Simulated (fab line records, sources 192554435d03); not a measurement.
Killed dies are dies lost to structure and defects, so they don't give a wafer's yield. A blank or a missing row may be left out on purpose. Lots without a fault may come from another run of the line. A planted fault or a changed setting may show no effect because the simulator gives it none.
Chamber matching | flow n5_finfet | N5_BEOL_M8_VIA_ETCH_34 on rie_diel-03: 4 sister chambers
The step etches SiCOH lowk in C4F6/O2, target depth 125.5 nm, time 50.5 s. 16 wafers are shown with their chamber, then 8 later ones without.

WAFERS WITH THEIR CHAMBER
wafer  | chamber | rf_vpp_V (V) | drypump_motor_current_A (A) | showerhead_plenum_p_Torr (Torr)
L078.1 | 1       | 665          | 5.95                        | 2.68
L078.2 | 3       | 687          | 5.87                        | 2.83
L078.4 | 2       | 652          | 6.10                        | 2.76
L075.2 | 3       | 685          | 5.88                        | 2.83
L075.5 | 3       | 686          | 5.85                        | 2.83
L075.6 | 0       | 661          | 5.46                        | 2.82
L082.2 | 0       | 661          | 5.45                        | 2.82
L082.3 | 2       | 650          | 6.08                        | 2.75
L082.6 | 1       | 666          | 5.96                        | 2.68
L086.1 | 0       | 661          | 5.42                        | 2.81
L086.2 | 2       | 651          | 6.07                        | 2.74
L086.4 | 2       | 652          | 6.08                        | 2.75
L088.1 | 1       | 666          | 5.93                        | 2.67
L088.3 | 0       | 662          | 5.41                        | 2.81
L088.5 | 1       | 666          | 5.93                        | 2.67
L090.1 | 0       | 661          | 5.45                        | 2.81

SIGNATURES (means of the wafers above)
reading                  | chamber 0 | chamber 1 | chamber 2 | chamber 3 | scatter within a chamber
rf_vpp_V                 | 661.20    | 665.75    | 651.25    | 686.00    | 0.725
drypump_motor_current_A  | 5.4380    | 5.9425    | 6.0825    | 5.8667    | 0.0171
showerhead_plenum_p_Torr | 2.8140    | 2.6750    | 2.7500    | 2.8300    | 0.00592
Rule: a wafer's distance from a chamber is the root of the sum, over the readings, of the square of ((its reading less the chamber's mean) divided by the reading's scatter). The wafer belongs to the nearest chamber; if the next one is less than 2 further off, it can't be placed. The scatter: the root of (the sum of the squares of (reading less its chamber's mean) over the shown wafers, divided by (wafers less chambers)).

WAFERS WITHOUT THEIR CHAMBER
wafer  | rf_vpp_V (V) | drypump_motor_current_A (A) | showerhead_plenum_p_Torr (Torr)
L090.2 | 666          | 5.92                        | 2.67
L090.4 | 663          | 5.45                        | 2.81
L096.1 | 666          | 5.91                        | 2.66
L096.3 | 650          | 6.08                        | 2.73
L096.5 | 683          | 5.90                        | 2.81
L095.1 | 686          | 5.85                        | 2.81
L095.3 | 665          | 5.92                        | 2.66
L095.6 | 650          | 6.07                        | 2.73

WHICH CHAMBER EACH WENT THROUGH
wafer  | from the rows above | in truth
L090.2 | 1                   | 1
L090.4 | 0                   | 0
L096.1 | 1                   | 1
L096.3 | 2                   | 2
L096.5 | 3                   | 3
L095.1 | 3                   | 3
L095.3 | 1                   | 1
L095.6 | 2                   | 2
Placed correctly: 8 of 8. Can't be placed from these rows: 0. Placed wrongly: 0.
